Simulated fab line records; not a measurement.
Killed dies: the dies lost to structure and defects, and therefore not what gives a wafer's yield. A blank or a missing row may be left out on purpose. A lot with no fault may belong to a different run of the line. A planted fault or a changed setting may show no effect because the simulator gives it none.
A lot that was struck, set against a sound lot ; flow n5Finfet ; 24 steps out of a route of 1938
Sound: these wafers, L352.4, L352.5, L352.6. The struck wafers were L363.1, L363.2, L363.6. Last of all comes the cause.
Order at every step that has rows: each side's tool, ch and its chambers, its first start. Under that, the readings that differ: sound wafers ; struck wafers ; difference of the means ; sigmas: that difference in standard deviations of wafers without a fault.
alike: words and numbers the same on both sides, and readings whose means are apart by under 2 such deviations; not compared: readings that were withheld, readings missing a value for some wafer, numbers with overlapping values and no deviation given by the record, and bounds like >300 which may hide the same value.
A row with sigmas, a row that says differs or no value, or rows on one side alone: a step with any of these is where the two part. When numbers do not overlap yet have no deviation, they are printed without sigmas and do not part them. A reading missing from all wafers of one side parts the sides only when that side holds two or more wafers.

first, 10 steps without rows for these wafers: N5_BEOL_M11_DESCUM_33 (chemistry O2, time 7.9 s); N5_BEOL_M11_ETCH_65 (etches SiARC in CF4, target depth 39 nm, time 65 s); N5_BEOL_M11_ETCH_66 (etches SOC in N2/H2, target depth 120 nm, overetch 24 nm, time 180 s); N5_BEOL_M11_STRIP_69 (strips in N2/H2); N5_BEOL_M11_VIA_ETCH_34 (etches SiCOH lowk in C4F6/O2, target depth 184.5 nm, time 69.2 s); N5_BEOL_M11_STRIP_73 (strips in C4F6/O2); N5_BEOL_M11_STRIP_36 (strips in N2/H2); N5_BEOL_M11_TRENCH_ETCH_37 (etches SiCOH lowk in C4F6/O2, target depth 148.83 nm, time 48 s); N5_BEOL_M11_ETCH_41 (etches SiCN in CH3F/O2, target depth 42.6 nm, time 86 s); N5_BEOL_M11_STRIP_77 (strips in N2/H2, time 10 s).
N5_BEOL_M11_HM_STRIP_39: strips TiN in peroxide tin strip, target depth 25 nm, time 158 s.
  sound on wetBench-02 ch 1,2,7, day 10 16:18; struck on wetBench-04 ch 2,6,7, day 13 06:58
  no value came back on the struck wafers for bathGuardTempC (C), bathHeatDutyPct (%), tempC (C), timeS (s); on the sound wafers bathGuardTempC (C) reads 50.1 49.8 50.4
reading;sound;struck;difference;sigmas
model.TiN_of_BEOL_M11_HM_DEP_02.thkNm (nm);0 0 0;15.8 15.8 15.8;+15.8;
then, 1 step without rows for these wafers: N5_BEOL_M11_SRD_40 (time 30 s).
N5_BEOL_M11_PRECLEAN_42: cleans in residue remover, time 60 s.
  sound on wetBench-02 ch 1,2,7, day 10 16:22; struck on wetBench-04 ch 2,6,7, day 13 07:01
reading;sound;struck;difference;sigmas
model.TiN_of_BEOL_M11_HM_DEP_02.thkNm (nm);0 0 0;4.8 4.8 4.8;+4.8;
  alike: tempC
then, 10 steps without rows for these wafers: N5_BEOL_M11_SRD_43 (time 30 s); N5_BEOL_M11_CURE_72 (cures SiCOH lowk, time 120 s); N5_BEOL_M11_DEGAS_44 (time 60 s); N5_BEOL_M11_PRE_CLEAN_45 (time 30 s); N5_BEOL_M11_ALD_74 (deposits TaN, target thk 2 nm, pulse time 2 s, purge time 3 s); N5_BEOL_M11_SURFACE_TREAT_76; N5_BEOL_M11_CVD_75 (deposits Co from CCTBA/H2, target thk 2 nm, time 138.9 s); N5_BEOL_M11_SPUTTER_48 (material Cu, target thk 12 nm, time 2 s); N5_BEOL_M11_ECD_50 (material Cu, target thk 318 nm); N5_BEOL_M11_ANNEAL_51 (time 90 s).
N5_BEOL_M11_CMP_52: polishes, stops on SiCOH lowk, t overpolish 7 s, target thk 140 nm.
  sound on cmp-01 ch 0,1, day 10 18:06; struck on cmp-01 ch 0,3, day 13 09:48
reading;sound;struck;difference;sigmas
barrierFieldEndpointS (s);29.2 29.7 30.0;34.3 33.6 35.4;+4.8;+7
  alike: motorCurrentA

WHERE THEY PART
Earliest at N5_BEOL_M11_HM_STRIP_39; latest, in this record, at N5_BEOL_M11_CMP_52.

WHY: what the simulator had put in
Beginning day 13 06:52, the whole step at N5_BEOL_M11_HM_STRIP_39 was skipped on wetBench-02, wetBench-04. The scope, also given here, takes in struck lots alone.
